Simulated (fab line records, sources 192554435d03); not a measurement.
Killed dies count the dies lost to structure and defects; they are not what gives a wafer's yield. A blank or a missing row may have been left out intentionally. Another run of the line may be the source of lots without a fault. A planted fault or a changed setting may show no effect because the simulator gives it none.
fab line records	flow n5-finfet
record lots=24	wafers=72	last-day=19
route steps=1938 shown GATE_CUT@498 MOL_CONTACT_COAG@544
lots that met no fault: from a run of the same line without faults
start-h: the number of hours between the record's first day and the start of the first shown wafer of the lot	wait-h: hours elapsed since this lot's preceding step	" identical to the entry in the row above	L1.1+2: several wafers, shown together as one row	- no value, or no start was given	* or withheld: withheld	< > ~ a bound
route shown NAME@n: a module of which the file shows steps, and the number in the route of the first	usual: mean/standard deviation of fault-free wafers	same: alike in all rows	chamber/n: place in a boat	sites: per-site readings	_std_site: how widely they spread, as a standard deviation	_edge_site: mean of outer sites minus mean of inner sites	radius-mm: for every site, how far away it sits from the centre of the wafer	mask NAME#n: copy n	behind: the most recent tool/chamber to have shaped the wafer	hold: reason for holding the lot/hours on hold/outcome of the hold	device: whichever transistor did not switch (one of n, p or np)	end of line: tests of these same wafers at the route's end	step lacking rows: just its recipe	killed: the dies lost at the first sort to structure and to defects; this is not the yield of the wafer	map: a wafer's dies, x killed, . not, _ none there
set.NAME: setting as actually run; set.NAME@STEP: the setting as run at that earlier step	model.NAME: the simulator's own value behind a step, which no gauge read
a sample of lots followed through the steps of the route, with each step as a table and each wafer as a row
services: from which hour (start-h, from the record's first day; less than 0 if before it) a tool's chamber was out of use, for how many hours, and why
## steps
# step N5_GATE_CUT_STRIP_42
# recipe chemistry=O2	power-w=400	temp-c=40	pressure-mtorr=30	rf-frequency-hz=6e+07	bias-power-w=0	overash-fraction=0.3	o2-flow-sccm=225
# usual drypump-motor-current-A=5.7/0.55	oes-product-au=0.80/0.078	rf-vpp-V=3.7/0.5	showerhead-plenum-p-Torr=2.11/0.062	throttle-valve-pct=16.66/0.28
lot.wafer	tool	chamber	start-h	wait-h	drypump-motor-current-A	oes-product-au	rf-hours-counter-h	rf-vpp-V	showerhead-plenum-p-Torr	throttle-valve-pct
L074.2	rie-diel-03	2	87.69	0.0	5.1	0.82	60	3.7	2.15	16.63
L074.5	"	3	"	"	4.7	0.78	-	3.4	2.03	16.69
L074.6	"	2	"	"	5.1	0.83	-	3.5	2.15	16.64
L075.2	rie-diel-06	1	91.48	0.0	5.2	0.69	241	4.3	2.15	17.14
L075.4	"	3	"	"	6.0	0.78	121	4.0	2.12	16.61
L075.5	"	1	"	"	5.2	0.68	-	4.0	2.15	17.13
L076.2	rie-diel-03	0	99.20	0.0	5.4	0.71	250	3.7	2.14	16.96
L076.4	"	2	"	"	5.1	0.82	63	3.7	2.15	16.65
L076.6	"	0	"	"	5.5	0.70	-	3.4	2.14	16.95
L077.2	rie-diel-03	1	102.13	0.0	5.0	0.85	71	3.9	2.04	16.84
L077.3	"	2	"	"	5.1	0.83	65	3.8	2.15	16.65
L077.6	"	2	"	"	5.1	0.81	-	3.8	2.15	16.65
L078.1	rie-diel-01	2	110.21	0.0	5.8	0.81	77	4.7	2.22	16.72
L078.2	"	0	"	"	6.0	0.73	151	3.7	2.12	16.94
L078.6	"	3	"	"	6.2	0.92	-	3.8	2.06	16.32
L079.1	rie-diel-03	3	112.83	0.0	4.7	0.79	111	3.7	2.03	16.69
L079.4	"	3	"	"	4.7	0.79	-	4.0	2.03	16.70
L079.5	"	2	"	"	5.1	0.82	-	3.5	2.15	16.64
L080.1	rie-diel-06	3	121.89	0.0	6.0	0.77	131	3.5	2.12	16.63
L080.3	"	2	"	"	6.0	0.78	138	3.4	2.17	16.52
L080.6	"	1	"	"	5.1	0.67	-	3.9	2.15	17.14
L081.3	rie-diel-06	0	127.42	0.0	6.6	0.94	16	3.8	2.14	16.03
L081.5	"	0	"	"	6.6	0.94	-	4.0	2.14	16.04
L081.6	"	2	"	"	6.0	0.77	-	3.2	2.17	16.53
L082.3	rie-diel-06	2	134.42	0.0	6.0	0.76	143	3.4	2.17	16.54
L082.5	"	0	"	"	6.6	0.94	-	3.7	2.14	16.03
L082.6	"	2	"	"	5.9	0.76	-	4.1	2.17	16.53
L083.2	rie-diel-01	2	137.61	0.0	5.9	0.80	87	4.1	2.22	16.75
L083.3	"	1	"	"	5.8	0.71	177	3.3	2.01	16.85
L083.4	"	3	"	"	6.3	0.89	28	4.2	2.06	16.34
L084.1	rie-diel-01	2	144.17	0.0	5.8	0.79	89	3.5	2.22	16.75
L084.4	"	1	"	"	5.8	0.73	179	3.1	2.01	16.85
L084.5	"	1	"	"	5.8	0.72	-	4.1	2.01	16.85
L085.4	rie-diel-06	2	153.45	0.0	6.0	0.76	-	4.4	2.17	16.53
L085.5	"	3	"	"	6.0	0.76	-	3.6	2.12	16.66
L085.6	"	0	"	"	6.6	0.93	-	3.2	2.14	16.03
L086.2	rie-diel-03	1	163.14	0.0	5.0	0.83	91	2.2	2.03	16.87
L086.5	"	1	"	"	5.0	0.83	-	2.5	2.03	16.87
L086.6	"	0	"	"	5.5	0.94	-	3.6	2.14	16.48
L087.4	rie-diel-06	2	164.33	0.0	6.0	0.76	152	4.1	2.17	16.54
L087.5	"	0	"	"	6.6	0.93	-	3.5	2.14	16.05
L087.6	"	3	"	"	6.0	0.76	-	3.3	2.12	16.66
L088.2	rie-diel-06	1	172.51	0.0	5.2	0.95	8	4.3	2.15	16.70
L088.3	"	0	"	"	6.6	0.91	30	4.6	2.13	16.07
L088.4	"	2	"	"	5.9	0.75	-	4.0	2.17	16.55
L089.1	rie-diel-01	1	173.64	0.0	5.8	0.71	188	2.9	2.01	16.86
L089.5	"	0	"	"	6.0	0.71	-	3.2	2.11	16.98
L089.6	"	1	"	"	5.8	0.71	-	2.5	2.01	16.85
L090.3	rie-diel-01	0	179.07	0.0	6.1	0.71	173	4.0	2.11	16.97
L090.4	"	2	"	"	5.9	0.78	100	3.1	2.22	16.77
L090.5	"	3	"	"	6.2	0.87	-	3.5	2.06	16.36
L091.1	rie-diel-03	3	190.33	0.0	4.7	0.76	136	3.6	2.02	16.75
L091.2	"	2	"	"	5.1	0.79	93	3.2	2.14	16.70
L091.4	"	1	"	"	5.0	0.82	99	3.1	2.03	16.88
L092.1	rie-diel-03	3	191.70	0.0	4.7	0.76	136	3.2	2.02	16.74
L092.3	"	1	"	"	5.0	0.84	99	3.1	2.03	16.87
L092.5	"	1	"	"	5.0	0.83	-	4.5	2.03	16.89
L093.3	rie-diel-01	1	197.73	0.0	5.8	0.71	195	4.3	2.01	16.87
L093.4	"	3	"	"	6.3	0.87	46	4.6	2.05	16.36
L093.6	"	0	"	"	6.0	0.71	-	3.6	2.11	17.01
L094.1	rie-diel-01	1	205.42	0.0	5.8	0.70	198	3.2	2.01	16.89
L094.2	"	2	"	"	5.8	0.77	109	4.5	2.21	16.80
L094.5	"	3	"	"	6.3	0.86	-	4.2	2.05	16.38
L095.1	rie-diel-01	1	215.19	0.0	5.8	0.70	201	3.5	2.00	16.88
L095.4	"	2	"	"	5.9	0.76	112	4.4	2.21	16.81
L095.5	"	2	"	"	5.8	0.76	-	3.4	2.21	16.79
L096.2	rie-diel-01	3	216.53	0.0	6.3	0.85	51	4.0	2.05	16.38
L096.3	"	2	"	"	5.9	0.77	112	4.2	2.21	16.81
L096.6	"	1	"	"	5.8	0.71	-	3.7	2.00	16.89
L097.3	rie-diel-06	3	221.06	0.0	6.0	0.75	160	3.5	2.11	16.67
L097.4	"	0	"	"	6.6	0.89	44	3.5	2.13	16.09
L097.5	"	0	"	"	6.6	0.87	-	3.7	2.13	16.09
# step N5_MOL_CONTACT_COAG_ALD_20
# recipe material=TiN	target-thk-a=15	temp-c=400	ald-precursor-family=TiCl4	ald-co-reactant=NH3	pulse-time-s=1	purge-time-s=3	co-reactant-purge-time-s=2	co-reactant-pulse-time-s=2	ald-cycles=68	pressure-torr=3
# usual heater-power-w=851/96	precursor-pulse-height-rel=1.000/0.018
lot.wafer	tool	chamber	start-h	wait-h	heater-power-w	precursor-pulse-height-rel
L074.2	ald-metal-01	1	94.26	0.1	700	1.012
L074.5	"	1	"	"	700	1.018
L074.6	"	2	"	"	880	0.986
L075.2	ald-metal-03	3	97.17	0.1	832	0.979
L075.4	"	1	"	"	871	0.992
L075.5	"	2	"	"	862	0.979
L076.2	ald-metal-01	2	104.02	0.1	909	1.008
L076.4	"	3	"	"	848	0.990
L076.6	"	3	"	"	848	1.011
L077.2	ald-metal-01	3	107.50	0.1	842	0.997
L077.3	"	2	"	"	921	1.018
L077.6	"	2	"	"	888	0.987
L078.1	ald-metal-02	0	114.88	0.1	736	0.991
L078.2	"	3	"	"	941	0.986
L078.6	"	3	"	"	929	0.981
L079.1	ald-metal-01	2	117.88	0.1	908	1.038
L079.4	"	1	"	"	695	1.024
L079.5	"	0	"	"	993	1.034
L080.1	ald-metal-01	3	127.99	0.1	852	0.993
L080.3	"	1	"	"	686	0.983
L080.6	"	2	"	"	913	1.007
L081.3	ald-metal-02	0	132.66	0.1	746	1.025
L081.5	"	1	"	"	717	0.984
L081.6	"	2	"	"	760	1.008
L082.3	ald-metal-01	2	141.04	0.1	912	1.028
L082.5	"	2	"	"	904	0.996
L082.6	"	1	"	"	699	0.986
L083.2	ald-metal-01	1	142.64	0.1	697	0.994
L083.3	"	2	"	"	887	1.034
L083.4	"	3	"	"	836	1.032
L084.1	ald-metal-01	3	150.42	0.1	855	0.966
L084.4	"	0	"	"	1018	1.017
L084.5	"	2	"	"	909	0.996
L085.4	ald-metal-01	2	159.28	0.1	907	0.996
L085.5	"	1	"	"	691	0.997
L085.6	"	2	"	"	921	1.000
L086.2	ald-metal-01	2	168.29	0.1	885	0.997
L086.5	"	1	"	"	684	1.007
L086.6	"	2	"	"	894	0.982
L087.4	ald-metal-01	0	169.27	0.0	977	0.988
L087.5	"	2	"	"	880	1.014
L087.6	"	3	"	"	851	1.023
L088.2	ald-metal-01	3	177.18	0.1	862	0.979
L088.3	"	0	"	"	990	0.978
L088.4	"	2	"	"	883	0.996
L089.1	ald-metal-03	1	179.36	0.1	834	1.005
L089.5	"	1	"	"	845	0.979
L089.6	"	2	"	"	903	0.978
L090.3	ald-metal-01	2	183.95	0.1	907	1.003
L090.4	"	1	"	"	701	0.972
L090.5	"	1	"	"	701	1.025
L091.1	ald-metal-01	1	196.08	0.1	689	0.991
L091.2	"	3	"	"	873	1.002
L091.4	"	0	"	"	996	1.004
L092.1	ald-metal-03	3	196.62	0.1	838	1.016
L092.3	"	0	"	"	882	1.003
L092.5	"	1	"	"	835	0.986
L093.3	ald-metal-01	2	202.30	0.1	922	0.996
L093.4	"	1	"	"	695	0.991
L093.6	"	2	"	"	891	0.984
L094.1	ald-metal-02	0	210.22	0.1	747	1.004
L094.2	"	3	"	"	958	0.999
L094.5	"	2	"	"	762	0.995
L095.1	ald-metal-01	2	220.05	0.1	902	0.994
L095.4	"	3	"	"	851	0.974
L095.5	"	0	"	"	999	1.008
L096.2	ald-metal-03	1	221.25	0.1	864	1.028
L096.3	"	0	"	"	926	0.972
L096.6	"	3	"	"	824	1.032
L097.3	ald-metal-02	3	226.50	0.1	945	1.000
L097.4	"	2	"	"	785	1.004
L097.5	"	3	"	"	934	0.978
# step N5_MOL_CONTACT_COAG_SPUTTER_143
# recipe material=Co	target-thk-a=25	temp-c=25	chamber-pressure-pa=0.2
# usual throttle-valve-pct=30.2/0.96
lot.wafer	tool	chamber	start-h	wait-h	throttle-valve-pct
L074.2	pvd-sputter-02	-	97.29	0.0	29.5
L074.5	"	-	"	"	29.6
L074.6	"	-	"	"	31.8
L075.2	pvd-sputter-01	-	98.73	0.0	30.7
L075.4	"	-	"	"	30.1
L075.5	"	-	"	"	28.3
L076.2	pvd-sputter-01	-	105.32	0.0	28.1
L076.4	"	-	"	"	30.5
L076.6	"	-	"	"	30.0
L077.2	pvd-sputter-02	-	108.93	0.0	31.7
L077.3	"	-	"	"	30.5
L077.6	"	-	"	"	31.9
L078.1	pvd-sputter-02	-	115.66	0.0	29.5
L078.2	"	-	"	"	31.6
L078.6	"	-	"	"	29.4
L079.1	pvd-sputter-03	-	118.99	0.0	31.3
L079.4	"	-	"	"	29.7
L079.5	"	-	"	"	31.5
L080.1	pvd-sputter-01	-	129.28	0.0	30.0
L080.3	"	-	"	"	30.2
L080.6	"	-	"	"	30.6
L081.3	pvd-sputter-01	-	136.83	0.0	30.1
L081.5	"	-	"	"	30.5
L081.6	"	-	"	"	30.6
L082.3	pvd-sputter-02	-	142.80	0.0	29.8
L082.5	"	-	"	"	30.2
L082.6	"	-	"	"	30.0
L083.2	pvd-sputter-01	-	143.82	0.0	28.2
L083.3	"	-	"	"	30.4
L083.4	"	-	"	"	30.0
L084.1	pvd-sputter-03	-	151.62	0.0	30.1
L084.4	"	-	"	"	31.0
L084.5	"	-	"	"	29.6
L085.4	pvd-sputter-02	-	161.26	0.0	30.4
L085.5	"	-	"	"	29.5
L085.6	"	-	"	"	30.2
L086.2	pvd-sputter-03	-	169.33	0.0	29.9
L086.5	"	-	"	"	31.1
L086.6	"	-	"	"	31.5
L087.4	pvd-sputter-01	-	172.02	0.1	30.4
L087.5	"	-	"	"	30.2
L087.6	"	-	"	"	28.1
L088.2	pvd-sputter-01	-	179.80	0.0	30.4
L088.3	"	-	"	"	30.1
L088.4	"	-	"	"	30.6
L089.1	pvd-sputter-01	-	180.70	0.0	30.6
L089.5	"	-	"	"	28.0
L089.6	"	-	"	"	30.4
L090.3	pvd-sputter-02	-	184.79	0.0	29.6
L090.4	"	-	"	"	29.9
L090.5	"	-	"	"	29.6
L091.1	pvd-sputter-03	-	197.70	0.0	29.9
L091.2	"	-	"	"	31.5
L091.4	"	-	"	"	31.5
L092.1	pvd-sputter-03	-	198.04	0.0	31.4
L092.3	"	-	"	"	29.8
L092.5	"	-	"	"	29.9
L093.3	pvd-sputter-02	-	203.03	0.0	31.8
L093.4	"	-	"	"	29.6
L093.6	"	-	"	"	31.8
L094.1	pvd-sputter-03	-	214.33	0.0	31.7
L094.2	"	-	"	"	29.9
L094.5	"	-	"	"	29.7
L095.1	pvd-sputter-02	-	221.69	0.0	29.8
L095.4	"	-	"	"	31.7
L095.5	"	-	"	"	29.9
L096.2	pvd-sputter-03	-	222.75	0.0	29.8
L096.3	"	-	"	"	31.2
L096.6	"	-	"	"	31.5
L097.3	pvd-sputter-01	-	227.68	0.0	28.1
L097.4	"	-	"	"	30.4
L097.5	"	-	"	"	30.5
# step N5_MOL_CONTACT_COAG_CMP_23
# recipe stop-on=SiO2	t-overpolish-s=1.5	post-cmp-clean=cu-alkaline	down-force-psi=2	platen-rpm=50.289	pad-velocity-m-s=1.0006	target-thk-nm=0
# usual motor-current-A=8.2/1	overpolish-run-s=1.502/0.01	time-to-endpoint-s=9.1/2.4
lot.wafer	tool	chamber	start-h	wait-h	motor-current-A	overpolish-run-s	time-to-endpoint-s
L074.2	cmp-01	3	101.20	0.1	9.1	1.484	9.6
L074.6	"	2	"	"	6.8	1.519	10.5
L074.5	"	3	"	"	8.7	1.497	8.2
L075.2	cmp-04	3	101.33	0.1	8.3	1.504	8.0
L075.4	"	0	"	"	6.6	1.503	9.0
L075.5	"	3	"	"	7.8	1.517	8.9
L076.4	cmp-01	3	108.88	0.0	8.7	1.492	13.9
L076.2	"	2	"	"	6.8	1.515	12.3
L076.6	"	3	"	"	8.8	1.514	10.4
L077.3	cmp-02	1	112.06	0.0	8.5	1.518	9.2
L077.2	"	2	"	"	8.0	1.489	7.3
L077.6	"	1	"	"	8.2	1.491	10.0
L078.1	cmp-01	3	118.63	0.1	9.1	1.502	11.3
L078.2	"	0	"	"	8.7	1.491	11.4
L078.6	"	1	"	"	6.8	1.503	4.5
L079.1	cmp-01	3	122.11	0.0	9.1	1.504	11.0
L079.4	"	1	"	"	7.1	1.507	6.7
L079.5	"	3	"	"	8.7	1.501	7.9
L080.1	cmp-01	3	134.67	0.1	9.1	1.518	10.1
L080.3	"	1	"	"	7.0	1.515	3.8
L080.6	"	2	"	"	6.5	1.502	6.7
L081.3	cmp-04	1	141.57	0.1	9.0	1.512	11.3
L081.6	"	3	"	"	8.3	1.497	8.3
L081.5	"	0	"	"	6.5	1.506	10.0
L082.3	cmp-02	1	146.31	0.1	8.3	1.502	6.2
L082.5	"	2	"	"	7.9	1.502	4.9
L082.6	"	3	"	"	9.2	1.502	3.7
L083.2	cmp-02	1	147.29	0.1	8.0	1.484	13.1
L083.4	"	2	"	"	8.3	1.487	6.5
L083.3	"	3	"	"	9.4	1.507	5.4
L084.1	cmp-01	3	155.22	0.0	9.1	1.500	8.9
L084.4	"	2	"	"	6.9	1.508	7.3
L084.5	"	3	"	"	9.0	1.491	9.3
L085.4	cmp-04	0	165.19	0.1	6.8	1.512	10.5
L085.5	"	2	"	"	7.8	1.507	11.6
L085.6	"	3	"	"	7.9	1.490	6.8
L086.2	cmp-04	2	172.36	0.1	8.2	1.502	9.4
L086.6	"	0	"	"	6.9	1.496	7.7
L086.5	"	1	"	"	8.8	1.520	8.0
L087.4	cmp-02	1	175.94	0.4	8.2	1.511	8.1
L087.6	"	0	"	"	8.7	1.513	7.1
L087.5	"	1	"	"	8.7	1.495	9.1
L088.2	cmp-01	3	182.03	0.0	8.8	1.481	13.0
L088.3	"	0	"	"	9.6	1.512	10.4
L088.4	"	1	"	"	7.2	1.518	8.1
L089.1	cmp-02	3	184.55	0.1	9.7	1.481	9.6
L089.6	"	1	"	"	8.3	1.477	10.0
L089.5	"	2	"	"	8.0	1.501	10.7
L090.3	cmp-01	3	188.47	0.1	8.5	1.507	10.5
L090.4	"	1	"	"	6.8	1.519	6.6
L090.5	"	3	"	"	9.1	1.518	9.2
L091.1	cmp-01	2	200.10	0.0	7.1	1.509	8.1
L091.2	"	3	"	"	9.0	1.505	9.6
L091.4	"	1	"	"	7.1	1.500	9.7
L092.3	cmp-02	1	201.84	0.1	8.0	1.509	10.9
L092.1	"	2	"	"	8.0	1.491	8.3
L092.5	"	0	"	"	9.0	1.514	8.4
L093.3	cmp-01	1	206.51	0.1	6.7	1.494	8.3
L093.4	"	2	"	"	6.9	1.496	9.5
L093.6	"	0	"	"	9.0	1.486	11.8
L094.2	cmp-01	0	218.55	0.1	9.3	1.495	11.5
L094.1	"	1	"	"	7.0	1.515	10.7
L094.5	"	3	"	"	9.1	1.509	11.2
L095.4	cmp-01	0	224.50	0.1	9.9	1.516	12.8
L095.1	"	2	"	"	6.6	1.493	10.8
L095.5	"	0	"	"	9.5	1.506	9.9
L096.3	cmp-01	2	226.72	0.0	6.5	1.503	9.5
L096.2	"	3	"	"	9.4	1.507	10.6
L096.6	"	3	"	"	9.3	1.490	9.7
L097.3	cmp-01	3	231.54	0.0	9.1	1.500	11.2
L097.4	"	1	"	"	6.9	1.489	8.9
L097.5	"	3	"	"	9.0	1.495	11.4
# step N5_MOL_CONTACT_COAG_OVL_MEAS_85
# recipe points-per-wafer=522
# usual VG_OVL=-0.4/0.84
lot.wafer	tool	chamber	start-h	wait-h	VG_OVL[nm]
L074.2	overlay-02	0	104.78	0.0	0.6
L074.5	"	0	"	"	0.7
L074.6	"	0	"	"	0.4
L075.2	overlay-01	0	105.52	0.0	-1.2
L075.4	"	0	"	"	-0.3
L075.5	"	0	"	"	-1.8
L076.2	overlay-02	0	113.24	0.0	-0.1
L076.4	"	0	"	"	0.3
L076.6	"	0	"	"	-0.3
L077.2	overlay-02	0	115.92	0.0	-1.0
L077.3	"	0	"	"	-1.7
L077.6	"	0	"	"	-0.8
L078.1	overlay-02	0	122.34	0.0	0.2
L078.2	"	0	"	"	-1.6
L078.6	"	0	"	"	-1.4
L079.1	overlay-02	0	125.77	0.0	-1.2
L079.4	"	0	"	"	-0.2
L079.5	"	0	"	"	-0.3
L080.1	overlay-02	0	138.46	0.0	0.2
L080.3	"	0	"	"	0.8
L080.6	"	0	"	"	-0.6
L081.3	overlay-01	0	145.33	0.0	0.2
L081.5	"	0	"	"	0.3
L081.6	"	0	"	"	-0.5
L082.3	overlay-02	0	150.34	0.0	0.7
L082.5	"	0	"	"	-0.9
L082.6	"	0	"	"	-0.6
L083.2	overlay-02	0	151.04	0.0	-0.9
L083.3	"	0	"	"	-0.3
L083.4	"	0	"	"	-1.4
L084.1	overlay-01	0	159.39	0.0	0.9
L084.4	"	0	"	"	0.4
L084.5	"	0	"	"	0.5
L085.4	overlay-02	0	168.76	0.0	0.5
L085.5	"	0	"	"	0.2
L085.6	"	0	"	"	0.6
L086.2	overlay-02	0	176.15	0.0	0.2
L086.5	"	0	"	"	-0.6
L086.6	"	0	"	"	0.3
L087.4	overlay-02	0	180.15	0.0	-0.3
L087.5	"	0	"	"	1.4
L087.6	"	0	"	"	-1.6
L088.2	overlay-02	0	186.20	0.0	0.7
L088.3	"	0	"	"	0.0
L088.4	"	0	"	"	-0.7
L089.1	overlay-01	0	188.36	0.0	0.1
L089.5	"	0	"	"	1.0
L089.6	"	0	"	"	1.4
L090.3	overlay-01	0	193.45	0.0	-2.8
L090.4	"	0	"	"	-0.7
L090.5	"	0	"	"	-2.1
L091.1	overlay-02	0	204.75	0.0	-2.1
L091.2	"	0	"	"	-0.7
L091.4	"	0	"	"	-0.5
L092.1	overlay-02	0	205.43	0.0	-1.1
L092.3	"	0	"	"	-1.4
L092.5	"	0	"	"	-0.9
L093.3	overlay-01	0	210.09	0.0	-1.2
L093.4	"	0	"	"	0.1
L093.6	"	0	"	"	-1.8
L094.1	overlay-02	0	222.43	0.0	-0.1
L094.2	"	0	"	"	-0.3
L094.5	"	0	"	"	0.6
L095.1	overlay-01	0	228.58	0.0	0.1
L095.4	"	0	"	"	0.6
L095.5	"	0	"	"	0.2
L096.2	overlay-02	0	230.32	0.0	-1.2
L096.3	"	0	"	"	-1.4
L096.6	"	0	"	"	-1.1
L097.3	overlay-02	0	235.38	0.0	-0.6
L097.4	"	0	"	"	-0.6
L097.5	"	0	"	"	-0.2
# step N5_MOL_CONTACT_COAG_ETCH_89
# recipe chemistry=N2/H2	target=underlayer	target-depth-a=130	mask-material=CAR-EUV	time-s=10.4	ion-energy-ev=200	pressure-mtorr=30	source-w=840	bias-w=150	n2-flow-sccm=200	h2-flow-sccm=200	ends=cleared
# usual drypump-motor-current-A=5.8/0.42	etch-rf-on-time-s=10.6/0.32	oes-product-au=0.62/0.04	rf-fwd-power-W=818.9/2.7	rf-vpp-V=523.6/2.6	showerhead-plenum-p-Torr=2.54/0.098	throttle-valve-pct=17.99/0.24
lot.wafer	tool	chamber	start-h	wait-h	drypump-motor-current-A	etch-rf-on-time-s	oes-product-au	rf-fwd-power-W	rf-hours-counter-h	rf-vpp-V	showerhead-plenum-p-Torr	throttle-valve-pct
L074.2	rie-diel-02	0	104.90	0.0	5.8	10.7	0.61	816.1	216	521.2	2.40	17.77
L074.5	"	3	"	"	4.9	10.3	0.62	818.1	-	522.9	2.54	17.96
L074.6	"	0	"	"	5.8	10.8	0.60	821.5	-	520.2	2.40	17.75
L075.2	rie-diel-04	1	105.64	0.0	5.3	10.8	0.62	814.1	189	526.6	2.64	18.18
L075.4	"	3	"	"	5.7	10.5	0.62	818.4	186	525.9	2.65	18.26
L075.5	"	2	"	"	6.1	10.4	0.66	815.6	-	520.1	2.45	17.86
L076.2	rie-diel-05	3	113.36	0.0	6.1	10.4	0.65	820.7	141	524.6	2.54	17.82
L076.4	"	1	"	"	6.5	11.0	0.57	816.1	-	520.0	2.40	18.02
L076.6	"	0	"	"	5.6	10.9	0.61	823.6	-	523.0	2.55	18.25
L077.2	rie-diel-05	2	116.60	0.0	5.5	10.4	0.63	816.7	175	527.2	2.65	17.83
L077.3	"	0	"	"	5.5	11.0	0.60	820.2	185	522.9	2.55	18.25
L077.6	"	0	"	"	5.6	11.0	0.60	821.3	-	524.4	2.55	18.26
L078.1	rie-diel-05	0	122.54	0.0	5.6	10.8	0.61	818.1	187	523.0	2.55	18.27
L078.2	"	1	"	"	6.5	10.9	0.58	817.9	213	520.0	2.40	18.03
L078.6	"	0	"	"	5.6	10.8	0.61	815.8	-	524.5	2.55	18.27
L079.1	rie-diel-02	3	126.47	0.0	4.9	10.2	0.62	817.2	198	523.0	2.54	17.97
L079.4	"	0	"	"	5.8	10.9	0.59	824.4	225	520.5	2.39	17.76
L079.5	"	0	"	"	5.8	10.8	0.60	821.9	-	519.3	2.39	17.78
L080.1	rie-diel-04	2	138.59	0.0	6.0	10.4	0.64	817.7	176	520.3	2.44	17.90
L080.3	"	0	"	"	5.6	10.6	0.69	819.8	70	523.3	2.45	17.32
L080.6	"	2	"	"	6.1	10.3	0.65	820.2	-	520.3	2.44	17.88
L081.3	rie-diel-05	3	145.45	0.0	6.1	10.2	0.66	818.2	148	523.6	2.53	17.84
L081.5	"	3	"	"	6.1	10.3	0.66	816.4	-	523.6	2.53	17.82
L081.6	"	0	"	"	5.6	10.9	0.60	816.8	-	523.7	2.54	18.27
L082.3	rie-diel-05	2	150.45	0.0	5.6	10.3	0.63	813.4	186	526.2	2.65	17.83
L082.5	"	0	"	"	5.6	10.8	0.60	822.1	-	524.1	2.54	18.29
L082.6	"	3	"	"	6.1	10.3	0.66	819.1	-	524.8	2.53	17.83
L083.2	rie-diel-05	0	151.16	0.0	5.6	10.9	0.60	818.0	196	522.8	2.54	18.28
L083.3	"	1	"	"	6.5	11.1	0.57	818.6	223	519.7	2.39	18.05
L083.4	"	3	"	"	6.1	10.4	0.65	818.8	150	524.6	2.53	17.83
L084.1	rie-diel-04	0	159.52	0.0	5.6	10.6	0.68	821.2	76	521.9	2.45	17.33
L084.4	"	1	"	"	5.3	10.9	0.60	819.0	207	525.1	2.63	18.23
L084.5	"	3	"	"	5.7	10.5	0.59	813.8	-	525.7	2.64	18.29
L085.4	rie-diel-04	0	169.07	0.0	5.6	10.4	0.69	820.3	-	520.4	2.45	17.34
L085.5	"	3	"	"	5.8	10.5	0.60	817.1	-	526.4	2.64	18.30
L085.6	"	2	"	"	6.1	10.4	0.64	817.9	-	519.7	2.44	17.90
L086.2	rie-diel-05	2	176.30	0.0	5.5	10.3	0.63	814.9	196	524.2	2.64	17.85
L086.5	"	3	"	"	6.1	10.3	0.64	821.5	-	523.0	2.53	17.84
L086.6	"	2	"	"	5.5	10.4	0.62	814.4	-	526.4	2.64	17.86
L087.4	rie-diel-05	1	180.26	0.0	6.5	11.0	0.57	819.7	233	518.8	2.39	18.07
L087.5	"	2	"	"	5.5	10.3	0.63	821.5	-	527.2	2.64	17.86
L087.6	"	1	"	"	6.5	10.9	0.57	816.4	-	521.9	2.39	18.07
L088.2	rie-diel-05	2	186.32	0.0	5.5	10.4	0.62	819.9	201	525.9	2.64	17.89
L088.3	"	1	"	"	6.5	11.1	0.56	822.9	235	520.7	2.39	18.07
L088.4	"	3	"	"	6.1	10.4	0.65	819.1	166	522.7	2.53	17.85
L089.1	rie-diel-04	1	188.48	0.0	5.3	11.0	0.60	818.7	214	528.0	2.63	18.24
L089.5	"	0	"	"	5.6	10.5	0.68	819.5	-	521.8	2.44	17.34
L089.6	"	3	"	"	5.7	10.6	0.59	820.6	-	527.0	2.64	18.30
L090.3	rie-diel-02	0	193.59	0.0	5.8	10.7	0.58	816.4	247	520.0	2.38	17.80
L090.4	"	3	"	"	4.9	10.1	0.61	820.0	219	522.7	2.53	18.00
L090.5	"	3	"	"	4.9	10.2	0.61	821.7	-	523.4	2.53	17.99
L091.1	rie-diel-05	2	204.88	0.0	5.5	10.5	0.62	817.4	209	526.7	2.64	17.90
L091.2	"	3	"	"	6.1	10.4	0.63	818.8	173	523.3	2.52	17.88
L091.4	"	0	"	"	5.6	10.9	0.59	819.4	215	524.2	2.53	18.31
L092.1	rie-diel-02	2	206.15	0.0	6.4	10.1	0.72	819.8	75	526.8	2.69	17.81
L092.3	"	1	"	"	5.8	11.1	0.59	820.5	210	525.4	2.64	18.11
L092.5	"	1	"	"	5.8	11.1	0.59	819.6	-	527.2	2.64	18.10
L093.3	rie-diel-05	2	210.20	0.0	5.5	10.3	0.62	816.2	211	525.5	2.64	17.90
L093.4	"	1	"	"	6.5	10.9	0.56	821.3	243	520.0	2.38	18.08
L093.6	"	2	"	"	5.5	10.4	0.62	811.1	-	527.7	2.64	17.88
L094.1	rie-diel-02	2	222.96	0.0	6.4	10.1	0.71	817.1	82	526.9	2.69	17.81
L094.2	"	1	"	"	5.8	11.0	0.59	821.2	216	525.9	2.63	18.11
L094.5	"	2	"	"	6.4	10.2	0.70	815.6	-	528.6	2.69	17.84
L095.1	rie-diel-05	1	228.71	0.0	6.5	11.0	0.55	819.0	249	519.7	2.38	18.10
L095.4	"	2	"	"	5.5	10.6	0.61	819.8	216	524.7	2.64	17.90
L095.5	"	0	"	"	5.6	11.1	0.58	823.6	-	522.2	2.53	18.33
L096.2	rie-diel-04	1	230.44	0.0	5.3	11.2	0.58	818.7	228	525.3	2.62	18.25
L096.3	"	3	"	"	5.7	10.9	0.57	813.2	230	526.9	2.63	18.33
L096.6	"	2	"	"	6.1	10.7	0.61	816.6	-	519.9	2.43	17.94
L097.3	rie-diel-05	3	235.56	0.0	6.1	10.6	0.63	819.1	185	522.5	2.52	17.89
L097.4	"	3	"	"	6.1	10.6	0.63	819.2	-	523.7	2.52	17.90
L097.5	"	0	"	"	5.6	11.0	0.58	818.0	-	522.6	2.53	18.32
## services
tool	chamber	start-h	hours	kind
rie-diel-05	-	70.86	2.8	pm
cmp-01	-	77.15	0.6	repair
cmp-01	-	82.30	5.8	pm
rie-diel-01	0	99.20	8.2	repair
cmp-02	-	102.04	0.2	repair
rie-diel-01	1	103.86	16.6	repair
cmp-02	-	105.39	0.4	repair
pvd-sputter-03	-	107.51	2.6	repair
rie-diel-05	-	117.75	0.6	repair
rie-diel-05	-	126.84	0.3	repair
pvd-sputter-02	-	134.88	5.2	repair
pvd-sputter-03	-	139.96	3.3	repair
rie-diel-03	-	143.10	1.2	repair
cmp-01	-	145.28	7.5	pm
rie-diel-04	0	146.11	2.5	repair
rie-diel-06	1	151.90	8.1	repair
rie-diel-01	-	164.46	0.3	repair
cmp-01	-	164.61	0.9	repair
cmp-01	-	167.81	0.7	repair
pvd-sputter-02	-	168.67	3.0	repair
rie-diel-06	3	170.12	4.2	repair
cmp-02	-	194.05	4.0	pm
ald-metal-01	2	212.57	3.9	repair
rie-diel-06	2	224.10	3.8	repair
## key
fault none
